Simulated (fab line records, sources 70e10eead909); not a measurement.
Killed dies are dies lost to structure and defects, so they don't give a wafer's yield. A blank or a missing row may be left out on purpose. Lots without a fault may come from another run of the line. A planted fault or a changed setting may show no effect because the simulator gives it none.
Which tool did it? | flow nand_harc | 12 lots, 36 wafers sampled, at 6 steps of a route of 1159

WHAT THE GAUGES READ, wafer by wafer
NHARC_P_START_INSPECT_01.
lot  | measured    | on                | raw_defect_count
L973 | day 1 12:02 | defect_inspect-02 | 3 5 4
L974 | day 1 18:02 | defect_inspect-02 | 3 3 0
L975 | day 2 00:02 | defect_inspect-02 | 10 4 3
L976 | day 2 06:02 | defect_inspect-02 | 7 2 1
L977 | day 2 12:02 | defect_inspect-01 | 4 3 6
L978 | day 2 18:02 | defect_inspect-01 | 4 5 5
L989 | day 5 12:02 | defect_inspect-01 | 4 3 2
L990 | day 5 18:02 | defect_inspect-02 | 1 2 4
L991 | day 6 00:03 | defect_inspect-02 | 2 3 3
L993 | day 6 12:02 | defect_inspect-02 | 3 5 3
L994 | day 6 18:02 | defect_inspect-02 | 3 2 6
L995 | day 7 00:02 | defect_inspect-02 | 3 4 0

NHARC_P_ZERO_WELL_CD_MEAS_52: target cd 2000 nm.
lot  | measured    | on        | cd_nm (nm)
L973 | day 1 17:38 | cd_sem-02 | 2001.9 2001.4 1998.7
L974 | day 1 23:47 | cd_sem-01 | 2003.7 2001.2 2000.4
L975 | day 2 05:52 | cd_sem-02 | 1999.2 2001.0 1999.4
L976 | day 2 11:55 | cd_sem-03 | 1997.2 1998.2 1999.6
L977 | day 2 17:40 | cd_sem-01 | 1999.5 2000.7 1997.6
L978 | day 2 23:40 | cd_sem-01 | - - -
L989 | day 5 17:39 | cd_sem-03 | 1999.2 1999.0 2000.4
L990 | day 5 23:52 | cd_sem-01 | 1999.8 1999.4 2001.3
L991 | day 6 05:58 | cd_sem-03 | 1998.2 1999.7 1998.7
L993 | day 6 17:44 | cd_sem-01 | 2000.4 1998.7 2001.5
L994 | day 6 23:32 | cd_sem-03 | 2000.3 2000.1 2000.6
L995 | day 7 05:38 | cd_sem-02 | 2001.5 1999.4 1999.3

NHARC_END_SORT_01.
lot  | measured     | on        | killed_at_array | killed_at_other | killed_at_periphery | killed_dies | killed_open | killed_short
L978 | day 21 00:01 | prober-01 | 15 12 10        | 0 0 0           | 662 665 667         | 677 677 677 | 2 2 3       | 2 2 1

WHICH TOOL RAN EACH LOT (tool, then ch and the chambers of the sampled wafers, then the start)
lot  | NHARC_P_ZERO_WELL_EXPOSE_49      | NHARC_P_ZERO_WELL_DESCUM_54       | NHARC_P_STI_ETCH_42
L973 | krf_scanner-03 ch 0, day 1 17:29 | rie_diel-09 ch 0,2,3, day 1 17:49 | rie_diel-01 ch 0,2,3, day 2 08:59
L974 | krf_scanner-03 ch 0, day 1 23:38 | rie_diel-04 ch 1,3, day 1 23:58   | rie_diel-01 ch 1,3, day 2 20:16
L975 | krf_scanner-02 ch 0, day 2 05:42 | rie_diel-04 ch 2,3, day 2 06:01   | rie_diel-08 ch 0,1,3, day 2 20:32
L976 | krf_scanner-03 ch 0, day 2 11:46 | rie_diel-04 ch 0,2,3, day 2 12:05 | rie_diel-01 ch 0,1,3, day 3 08:03
L977 | krf_scanner-01 ch 0, day 2 17:30 | rie_diel-12 ch 1,2,3, day 2 17:49 | rie_diel-08 ch 2,3, day 3 07:53
L978 | krf_scanner-01 ch 0, day 2 23:31 | rie_diel-04 ch 0,2, day 2 23:50   | -
L989 | krf_scanner-02 ch 0, day 5 17:30 | rie_diel-12 ch 2,3, day 5 17:49   | rie_diel-01 ch 0,1, day 6 12:00
L990 | krf_scanner-03 ch 0, day 5 23:43 | rie_diel-12 ch 1,3, day 6 00:02   | rie_diel-03 ch 0,3, day 6 18:29
L991 | krf_scanner-01 ch 0, day 6 05:49 | rie_diel-09 ch 0,1,2, day 6 06:08 | rie_diel-03 ch 1,2, day 6 23:30
L993 | krf_scanner-01 ch 0, day 6 17:35 | rie_diel-12 ch 0,1, day 6 17:54   | rie_diel-01 ch 0,2, day 7 13:11
L994 | krf_scanner-03 ch 0, day 6 23:22 | rie_diel-12 ch 2,3, day 6 23:41   | rie_diel-08 ch 0,2, day 7 16:58
L995 | krf_scanner-03 ch 0, day 7 05:29 | rie_diel-12 ch 0,1,3, day 7 05:48 | rie_diel-08 ch 0,1, day 8 01:34
- NHARC_P_ZERO_WELL_EXPOSE_49: exposes mask P HVPW, target cd 2000 nm.
- NHARC_P_ZERO_WELL_DESCUM_54: chemistry O2, time 3 s.
- NHARC_P_STI_ETCH_42: etches the open film in N2/H2, target depth 80 nm, overetch 24 nm, time 61 s.

WHAT THE TOOLS THEMSELVES READ (means of the sampled wafers that have a number; where no wafer has one, the mark that the record gives instead)
NHARC_P_ZERO_WELL_DESCUM_54.
lot  | tool        | drypump_motor_current_A (A) | oes_product_au (a.u.) | rf_vpp_V (V) | showerhead_plenum_p_Torr (Torr) | throttle_valve_pct (%)
L973 | rie_diel-09 | 5.88                        | 0.996                 | 58.2         | 1.94                            | 11.311
L974 | rie_diel-04 | 5.90                        | 1.008                 | 57.7         | 1.89                            | 11.322
L975 | rie_diel-04 | 5.48                        | 0.993                 | 56.5         | 1.84                            | 11.309
L976 | rie_diel-04 | 5.55                        | 0.995                 | 56.8         | 1.84                            | 11.314
L977 | rie_diel-12 | 5.56                        | 1.000                 | 57.8         | 2.03                            | 11.321
L978 | rie_diel-04 | 5.67                        | 0.993                 | 58.0         | 1.86                            | 11.305
L989 | rie_diel-12 | 5.83                        | 0.989                 | 57.6         | 2.03                            | 11.311
L990 | rie_diel-12 | 5.43                        | 1.001                 | 57.8         | 2.06                            | 11.312
L991 | rie_diel-09 | 5.80                        | 0.995                 | 57.2         | 1.89                            | 11.309
L993 | rie_diel-12 | 5.34                        | 0.998                 | 58.4         | 1.99                            | 11.317
L994 | rie_diel-12 | 5.83                        | 0.991                 | 58.5         | 2.03                            | 11.311
L995 | rie_diel-12 | 5.60                        | 1.008                 | 57.5         | 1.99                            | 11.318

NHARC_P_STI_ETCH_42.
lot  | tool        | drypump_motor_current_A (A) | oes_product_au (a.u.) | rf_vpp_V (V) | showerhead_plenum_p_Torr (Torr) | throttle_valve_pct (%)
L973 | rie_diel-01 | 5.5                         | 1.011                 | 430.7        | 2.04                            | 14.164
L974 | rie_diel-01 | 6.1                         | 1.005                 | 427.8        | 1.94                            | 14.169
L975 | rie_diel-08 | 5.7                         | 0.999                 | 432.2        | 2.10                            | 14.176
L976 | rie_diel-01 | 5.8                         | 1.004                 | 429.6        | 2.01                            | 14.177
L977 | rie_diel-08 | 5.7                         | 1.010                 | 431.8        | 2.09                            | 14.178
L989 | rie_diel-01 | 5.8                         | 1.008                 | 430.3        | 2.03                            | 14.174
L990 | rie_diel-03 | 5.1                         | 1.007                 | 430.5        | 2.03                            | 14.163
L991 | rie_diel-03 | 5.6                         | 1.005                 | 430.7        | 2.06                            | 14.165
L993 | rie_diel-01 | 5.1                         | 1.001                 | 431.9        | 2.09                            | 14.166
L994 | rie_diel-08 | 6.2                         | 1.002                 | 430.1        | 2.03                            | 14.177
L995 | rie_diel-08 | 5.8                         | 0.996                 | 430.1        | 2.03                            | 14.167

THE ANSWER, worked out from the rows above alone
Rule: what is usual is taken from the lots themselves. Put in order of their means at a reading, lots are off if they are a third of the lots or fewer, leave a main group of 4 or more, and stand apart from it by a gap of 3 or more times the standard deviation of the main group's means; of several such gaps the widest counts. A main group whose means are all the same, to the digits that the tables above print for the reading, isn't used. A lot without any number at a reading at which 4 lots or more have one is off too. The other lots that the step has rows for count as sound. The gauges are gone through in route order, then the tools' own readings, and for those a lot's mean is taken as printed above. The first step at which some lot is off is used, and at that step the reading that is off furthest; a lot without a number counts as furthest.
Off: L978, at NHARC_P_ZERO_WELL_CD_MEAS_52 (cd_nm). Without a number there: L978. The main group: mean 1999.9 nm, standard deviation 0.88.
A tool fits if, at a process step before that reading, it ran every lot that is off, and no sound lot after the first of them. The gauges at NHARC_P_ZERO_WELL_CD_MEAS_52 are tried like those tools. None of those tried fits.

WHAT THE SIMULATOR HAD PUT IN
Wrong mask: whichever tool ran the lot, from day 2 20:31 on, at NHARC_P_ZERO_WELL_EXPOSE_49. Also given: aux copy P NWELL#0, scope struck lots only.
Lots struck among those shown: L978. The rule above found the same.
